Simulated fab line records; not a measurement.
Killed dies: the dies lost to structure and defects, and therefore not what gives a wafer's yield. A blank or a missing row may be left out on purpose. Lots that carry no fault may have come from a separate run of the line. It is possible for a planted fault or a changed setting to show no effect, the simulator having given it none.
Matching of chambers | flow n5 finfet | N5_BEOL_M2_ETCH_77 on rie diel-03: 4 sister chambers
The step etches underlayer in N2/H2, target depth 6.5 nm, time 5.2 s. 4 wafers are shown with their chamber, then 7 later ones without.

== WAFERS PAIRED WITH THEIR CHAMBERS ==
wafer  | chamber | showerhead plenum p Torr (Torr)
L208.2 | 1       | 2.70
L210.1 | 2       | 2.42
L210.4 | 3       | 2.62
L214.5 | 0       | 2.48

== WAFERS WITHOUT THEIR CHAMBER ==
wafer  | showerhead plenum p Torr (Torr)
L214.6 | 2.61
L216.2 | 2.61
L216.4 | 2.41
L216.5 | 2.41
L220.2 | 2.61
L220.4 | 2.48
L220.6 | 2.41

== THE CHAMBER EACH PASSED THROUGH ==
wafer  | from the rows above | in truth
L214.6 | 3                   | 3
L216.2 | 3                   | 3
L216.4 | 2                   | 2
L216.5 | 2                   | 2
L220.2 | 3                   | 3
L220.4 | 0                   | 0
L220.6 | 2                   | 2
Placed correctly: 7 of 7. Number that these rows cannot place: 0. Wrongly placed: 0.
How it was worked out, from the rows above alone: a wafer's distance from a chamber is the root of the sum, over the readings, of the square of ((its reading less the chamber's mean) divided by the reading's scatter). The wafer belongs to the nearest chamber; if the next one is less than 2 further off, it can't be placed. The mean given for a chamber averages the wafers shown for that chamber. The scatter: with one shown wafer a chamber, the root of the mean of the squares of how far each hidden wafer lies from its nearest shown one.
